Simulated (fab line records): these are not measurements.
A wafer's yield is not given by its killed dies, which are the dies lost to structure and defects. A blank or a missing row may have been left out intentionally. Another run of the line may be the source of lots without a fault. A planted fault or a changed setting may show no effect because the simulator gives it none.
The tool behind it: which one? / flow n5-finfet / 9 lots, 27 wafers sampled, at 5 steps of a route of 1938

== WHAT THE GAUGES READ, wafer by wafer ==
N5_FIN_SAQP_INSPECT_40: inspects for defects (brightfield).
lot=L785; measured=day 2 03:23; on=defect-inspect-02; raw-defect-count=260 178 262
lot=L786; measured=day 2 10:48; on=defect-inspect-02; raw-defect-count=165 348 284
lot=L790; measured=day 3 08:25; on=defect-inspect-01; raw-defect-count=205 247 141
lot=L792; measured=day 3 21:26; on=defect-inspect-02; raw-defect-count=348 279 352
lot=L793; measured=day 4 02:54; on=defect-inspect-02; raw-defect-count=157 113 137
lot=L796; measured=day 4 20:37; on=defect-inspect-01; raw-defect-count=260 258 216
lot=L797; measured=day 5 06:56; on=defect-inspect-01; raw-defect-count=215 240 246
lot=L799; measured=day 5 13:53; on=defect-inspect-02; raw-defect-count=177 1006 997
lot=L800; measured=day 5 20:23; on=defect-inspect-02; raw-defect-count=252 254 1027

== TOOL THAT RAN EACH LOT (tool first, then ch and the chambers of the sampled wafers, then the start) ==
lot=L785; N5_FIN_SAQP_RECESS_63=vapor-etch-01 ch 0,1, day 2 01:28; N5_FIN_SAQP_HM_OPEN_33=rie-diel-06 ch 1,2,3, day 2 02:51; N5_FIN_SAQP_HM_CD_35=cd-sem-01, day 2 03:04; N5_FIN_SAQP_ETCH_64=rie-si-04 ch 0,1,2, day 2 03:07
lot=L786; N5_FIN_SAQP_RECESS_63=vapor-etch-01 ch 0,1, day 2 08:39; N5_FIN_SAQP_HM_OPEN_33=rie-diel-01 ch 0,1,3, day 2 10:16; N5_FIN_SAQP_HM_CD_35=cd-sem-01, day 2 10:29; N5_FIN_SAQP_ETCH_64=rie-si-01 ch 1,2,3, day 2 10:32
lot=L790; N5_FIN_SAQP_RECESS_63=vapor-etch-01 ch 0,1, day 3 06:04; N5_FIN_SAQP_HM_OPEN_33=rie-diel-06 ch 2,3, day 3 07:53; N5_FIN_SAQP_HM_CD_35=cd-sem-02, day 3 08:06; N5_FIN_SAQP_ETCH_64=rie-si-02 ch 0,2,3, day 3 08:08
lot=L792; N5_FIN_SAQP_RECESS_63=vapor-etch-02 ch 1, day 3 19:23; N5_FIN_SAQP_HM_OPEN_33=rie-diel-06 ch 1,2,3, day 3 20:55; N5_FIN_SAQP_HM_CD_35=cd-sem-03, day 3 21:07; N5_FIN_SAQP_ETCH_64=rie-si-02 ch 1,3, day 3 21:10
lot=L793; N5_FIN_SAQP_RECESS_63=vapor-etch-02 ch 0,1, day 4 00:45; N5_FIN_SAQP_HM_OPEN_33=rie-diel-04 ch 0,1,2, day 4 02:21; N5_FIN_SAQP_HM_CD_35=cd-sem-03, day 4 02:34; N5_FIN_SAQP_ETCH_64=rie-si-01 ch 0,1,2, day 4 02:37
lot=L796; N5_FIN_SAQP_RECESS_63=vapor-etch-01 ch 0,1, day 4 18:34; N5_FIN_SAQP_HM_OPEN_33=rie-diel-06 ch 0,1,2, day 4 20:02; N5_FIN_SAQP_HM_CD_35=cd-sem-01, day 4 20:16; N5_FIN_SAQP_ETCH_64=rie-si-01 ch 0,1,2, day 4 20:19
lot=L797; N5_FIN_SAQP_RECESS_63=vapor-etch-02 ch 0,1, day 5 02:59; N5_FIN_SAQP_HM_OPEN_33=rie-diel-06 ch 0,3, day 5 06:25; N5_FIN_SAQP_HM_CD_35=cd-sem-02, day 5 06:37; N5_FIN_SAQP_ETCH_64=rie-si-01 ch 1,3, day 5 06:40
lot=L799; N5_FIN_SAQP_RECESS_63=vapor-etch-02 ch 0,1, day 5 11:59; N5_FIN_SAQP_HM_OPEN_33=rie-diel-01 ch 0,2,3, day 5 13:21; N5_FIN_SAQP_HM_CD_35=cd-sem-02, day 5 13:34; N5_FIN_SAQP_ETCH_64=rie-si-04 ch 0,2, day 5 13:37
lot=L800; N5_FIN_SAQP_RECESS_63=vapor-etch-02 ch 0,1, day 5 18:29; N5_FIN_SAQP_HM_OPEN_33=rie-diel-01 ch 1,2, day 5 19:51; N5_FIN_SAQP_HM_CD_35=cd-sem-01, day 5 20:04; N5_FIN_SAQP_ETCH_64=rie-si-04 ch 0,1, day 5 20:07
- N5_FIN_SAQP_RECESS_63: chemistry HF/NH3, target SiO2, target depth 18 nm, afs cycles 3, sublimation time 60 s.
- N5_FIN_SAQP_HM_OPEN_33: chemistry CH3F/O2, target SiNx, target depth 49.4 nm, time 70.6 s.
- N5_FIN_SAQP_HM_CD_35: target cd 8 nm.
- N5_FIN_SAQP_ETCH_64: etches SiO2 in CF4, target depth 1.5 nm.

== THE ANSWER, worked out from the rows above alone ==
Rule: what is usual is taken from the lots themselves. Put in order of their means at a reading, lots are off if they are a third of the lots or fewer, leave a main group of 4 or more, and stand apart from it by a gap of 3 or more times the standard deviation of the main group's means; of several such gaps the widest counts. A main group is skipped when, at the precision printed for the reading in the tables above, its means are all equal. Also off: a lot with no number at a reading for which 4 or more lots have one. The other lots that the step has rows for count as sound.
Off: L799, L800, at N5_FIN_SAQP_INSPECT_40 (raw-defect-count). The main group has a mean of 234 with a standard deviation of 54.
If a tool, at a process step before that reading, ran all the lots that are off and no sound lot after the first of them, it fits. Gauges at N5_FIN_SAQP_INSPECT_40: tried the same way as those tools. Can't be told from this: 4 tools fit, vapor-etch-02 at N5_FIN_SAQP_RECESS_63, rie-diel-01 at N5_FIN_SAQP_HM_OPEN_33, rie-si-04 at N5_FIN_SAQP_ETCH_64, defect-inspect-02 at N5_FIN_SAQP_INSPECT_40.

== WHAT HAD BEEN PUT IN BY THE SIMULATOR ==
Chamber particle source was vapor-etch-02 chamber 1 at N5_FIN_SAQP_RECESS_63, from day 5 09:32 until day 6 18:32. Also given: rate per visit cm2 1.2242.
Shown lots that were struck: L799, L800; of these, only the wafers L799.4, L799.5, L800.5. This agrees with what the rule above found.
